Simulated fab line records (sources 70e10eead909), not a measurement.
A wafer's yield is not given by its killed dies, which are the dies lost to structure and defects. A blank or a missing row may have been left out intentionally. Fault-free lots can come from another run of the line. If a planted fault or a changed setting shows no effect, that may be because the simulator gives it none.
Chamber matching | flow nand harc | NHARC_A_STAIRCASE_DEP_417 on pecvd-01 has 3 sister chambers
The step deposits Si3N4, target thk 60 nm. 3 wafers are shown with their chamber, then 7 later ones without.

== WAFERS WITH THEIR CHAMBER ==
wafer  | chamber | rf fwd power W (W)
L974.5 | 1       | 447.8
L975.1 | 2       | 449.8
L975.3 | 0       | 449.2

== WAFERS MISSING THEIR CHAMBER ==
wafer  | rf fwd power W (W)
L975.6 | 449.5
L977.1 | 450.1
L977.4 | 448.5
L977.5 | 447.1
L983.1 | 449.5
L983.3 | 449.6
L983.5 | 446.3

== WHICH CHAMBER EACH WENT THROUGH ==
wafer  | from the rows above          | in truth
L975.6 | can't be placed: 0 or 2 or 1 | 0
L977.1 | can't be placed: 2 or 0      | 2
L977.4 | can't be placed: 0 or 1 or 2 | 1
L977.5 | can't be placed: 1 or 0      | 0
L983.1 | can't be placed: 0 or 2 or 1 | 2
L983.3 | can't be placed: 2 or 0      | 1
L983.5 | can't be placed: 1 or 0      | 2
Correctly placed: 0 of 7. Unplaceable from these rows: 7, with the true chamber sitting among the candidates in 5. Wrongly placed: 0.
How it was worked out, from the rows above alone: a wafer's distance from a chamber is the root of the sum, over the readings, of the square of ((its reading less the chamber's mean) divided by the reading's scatter). The wafer belongs to the nearest chamber; if the next one is less than 2 further off, it can't be placed. For every chamber, the mean is computed from those of its wafers that are shown. The scatter (one wafer shown for each chamber): square how far every hidden wafer sits from the nearest shown wafer, average those squares and take the square root.
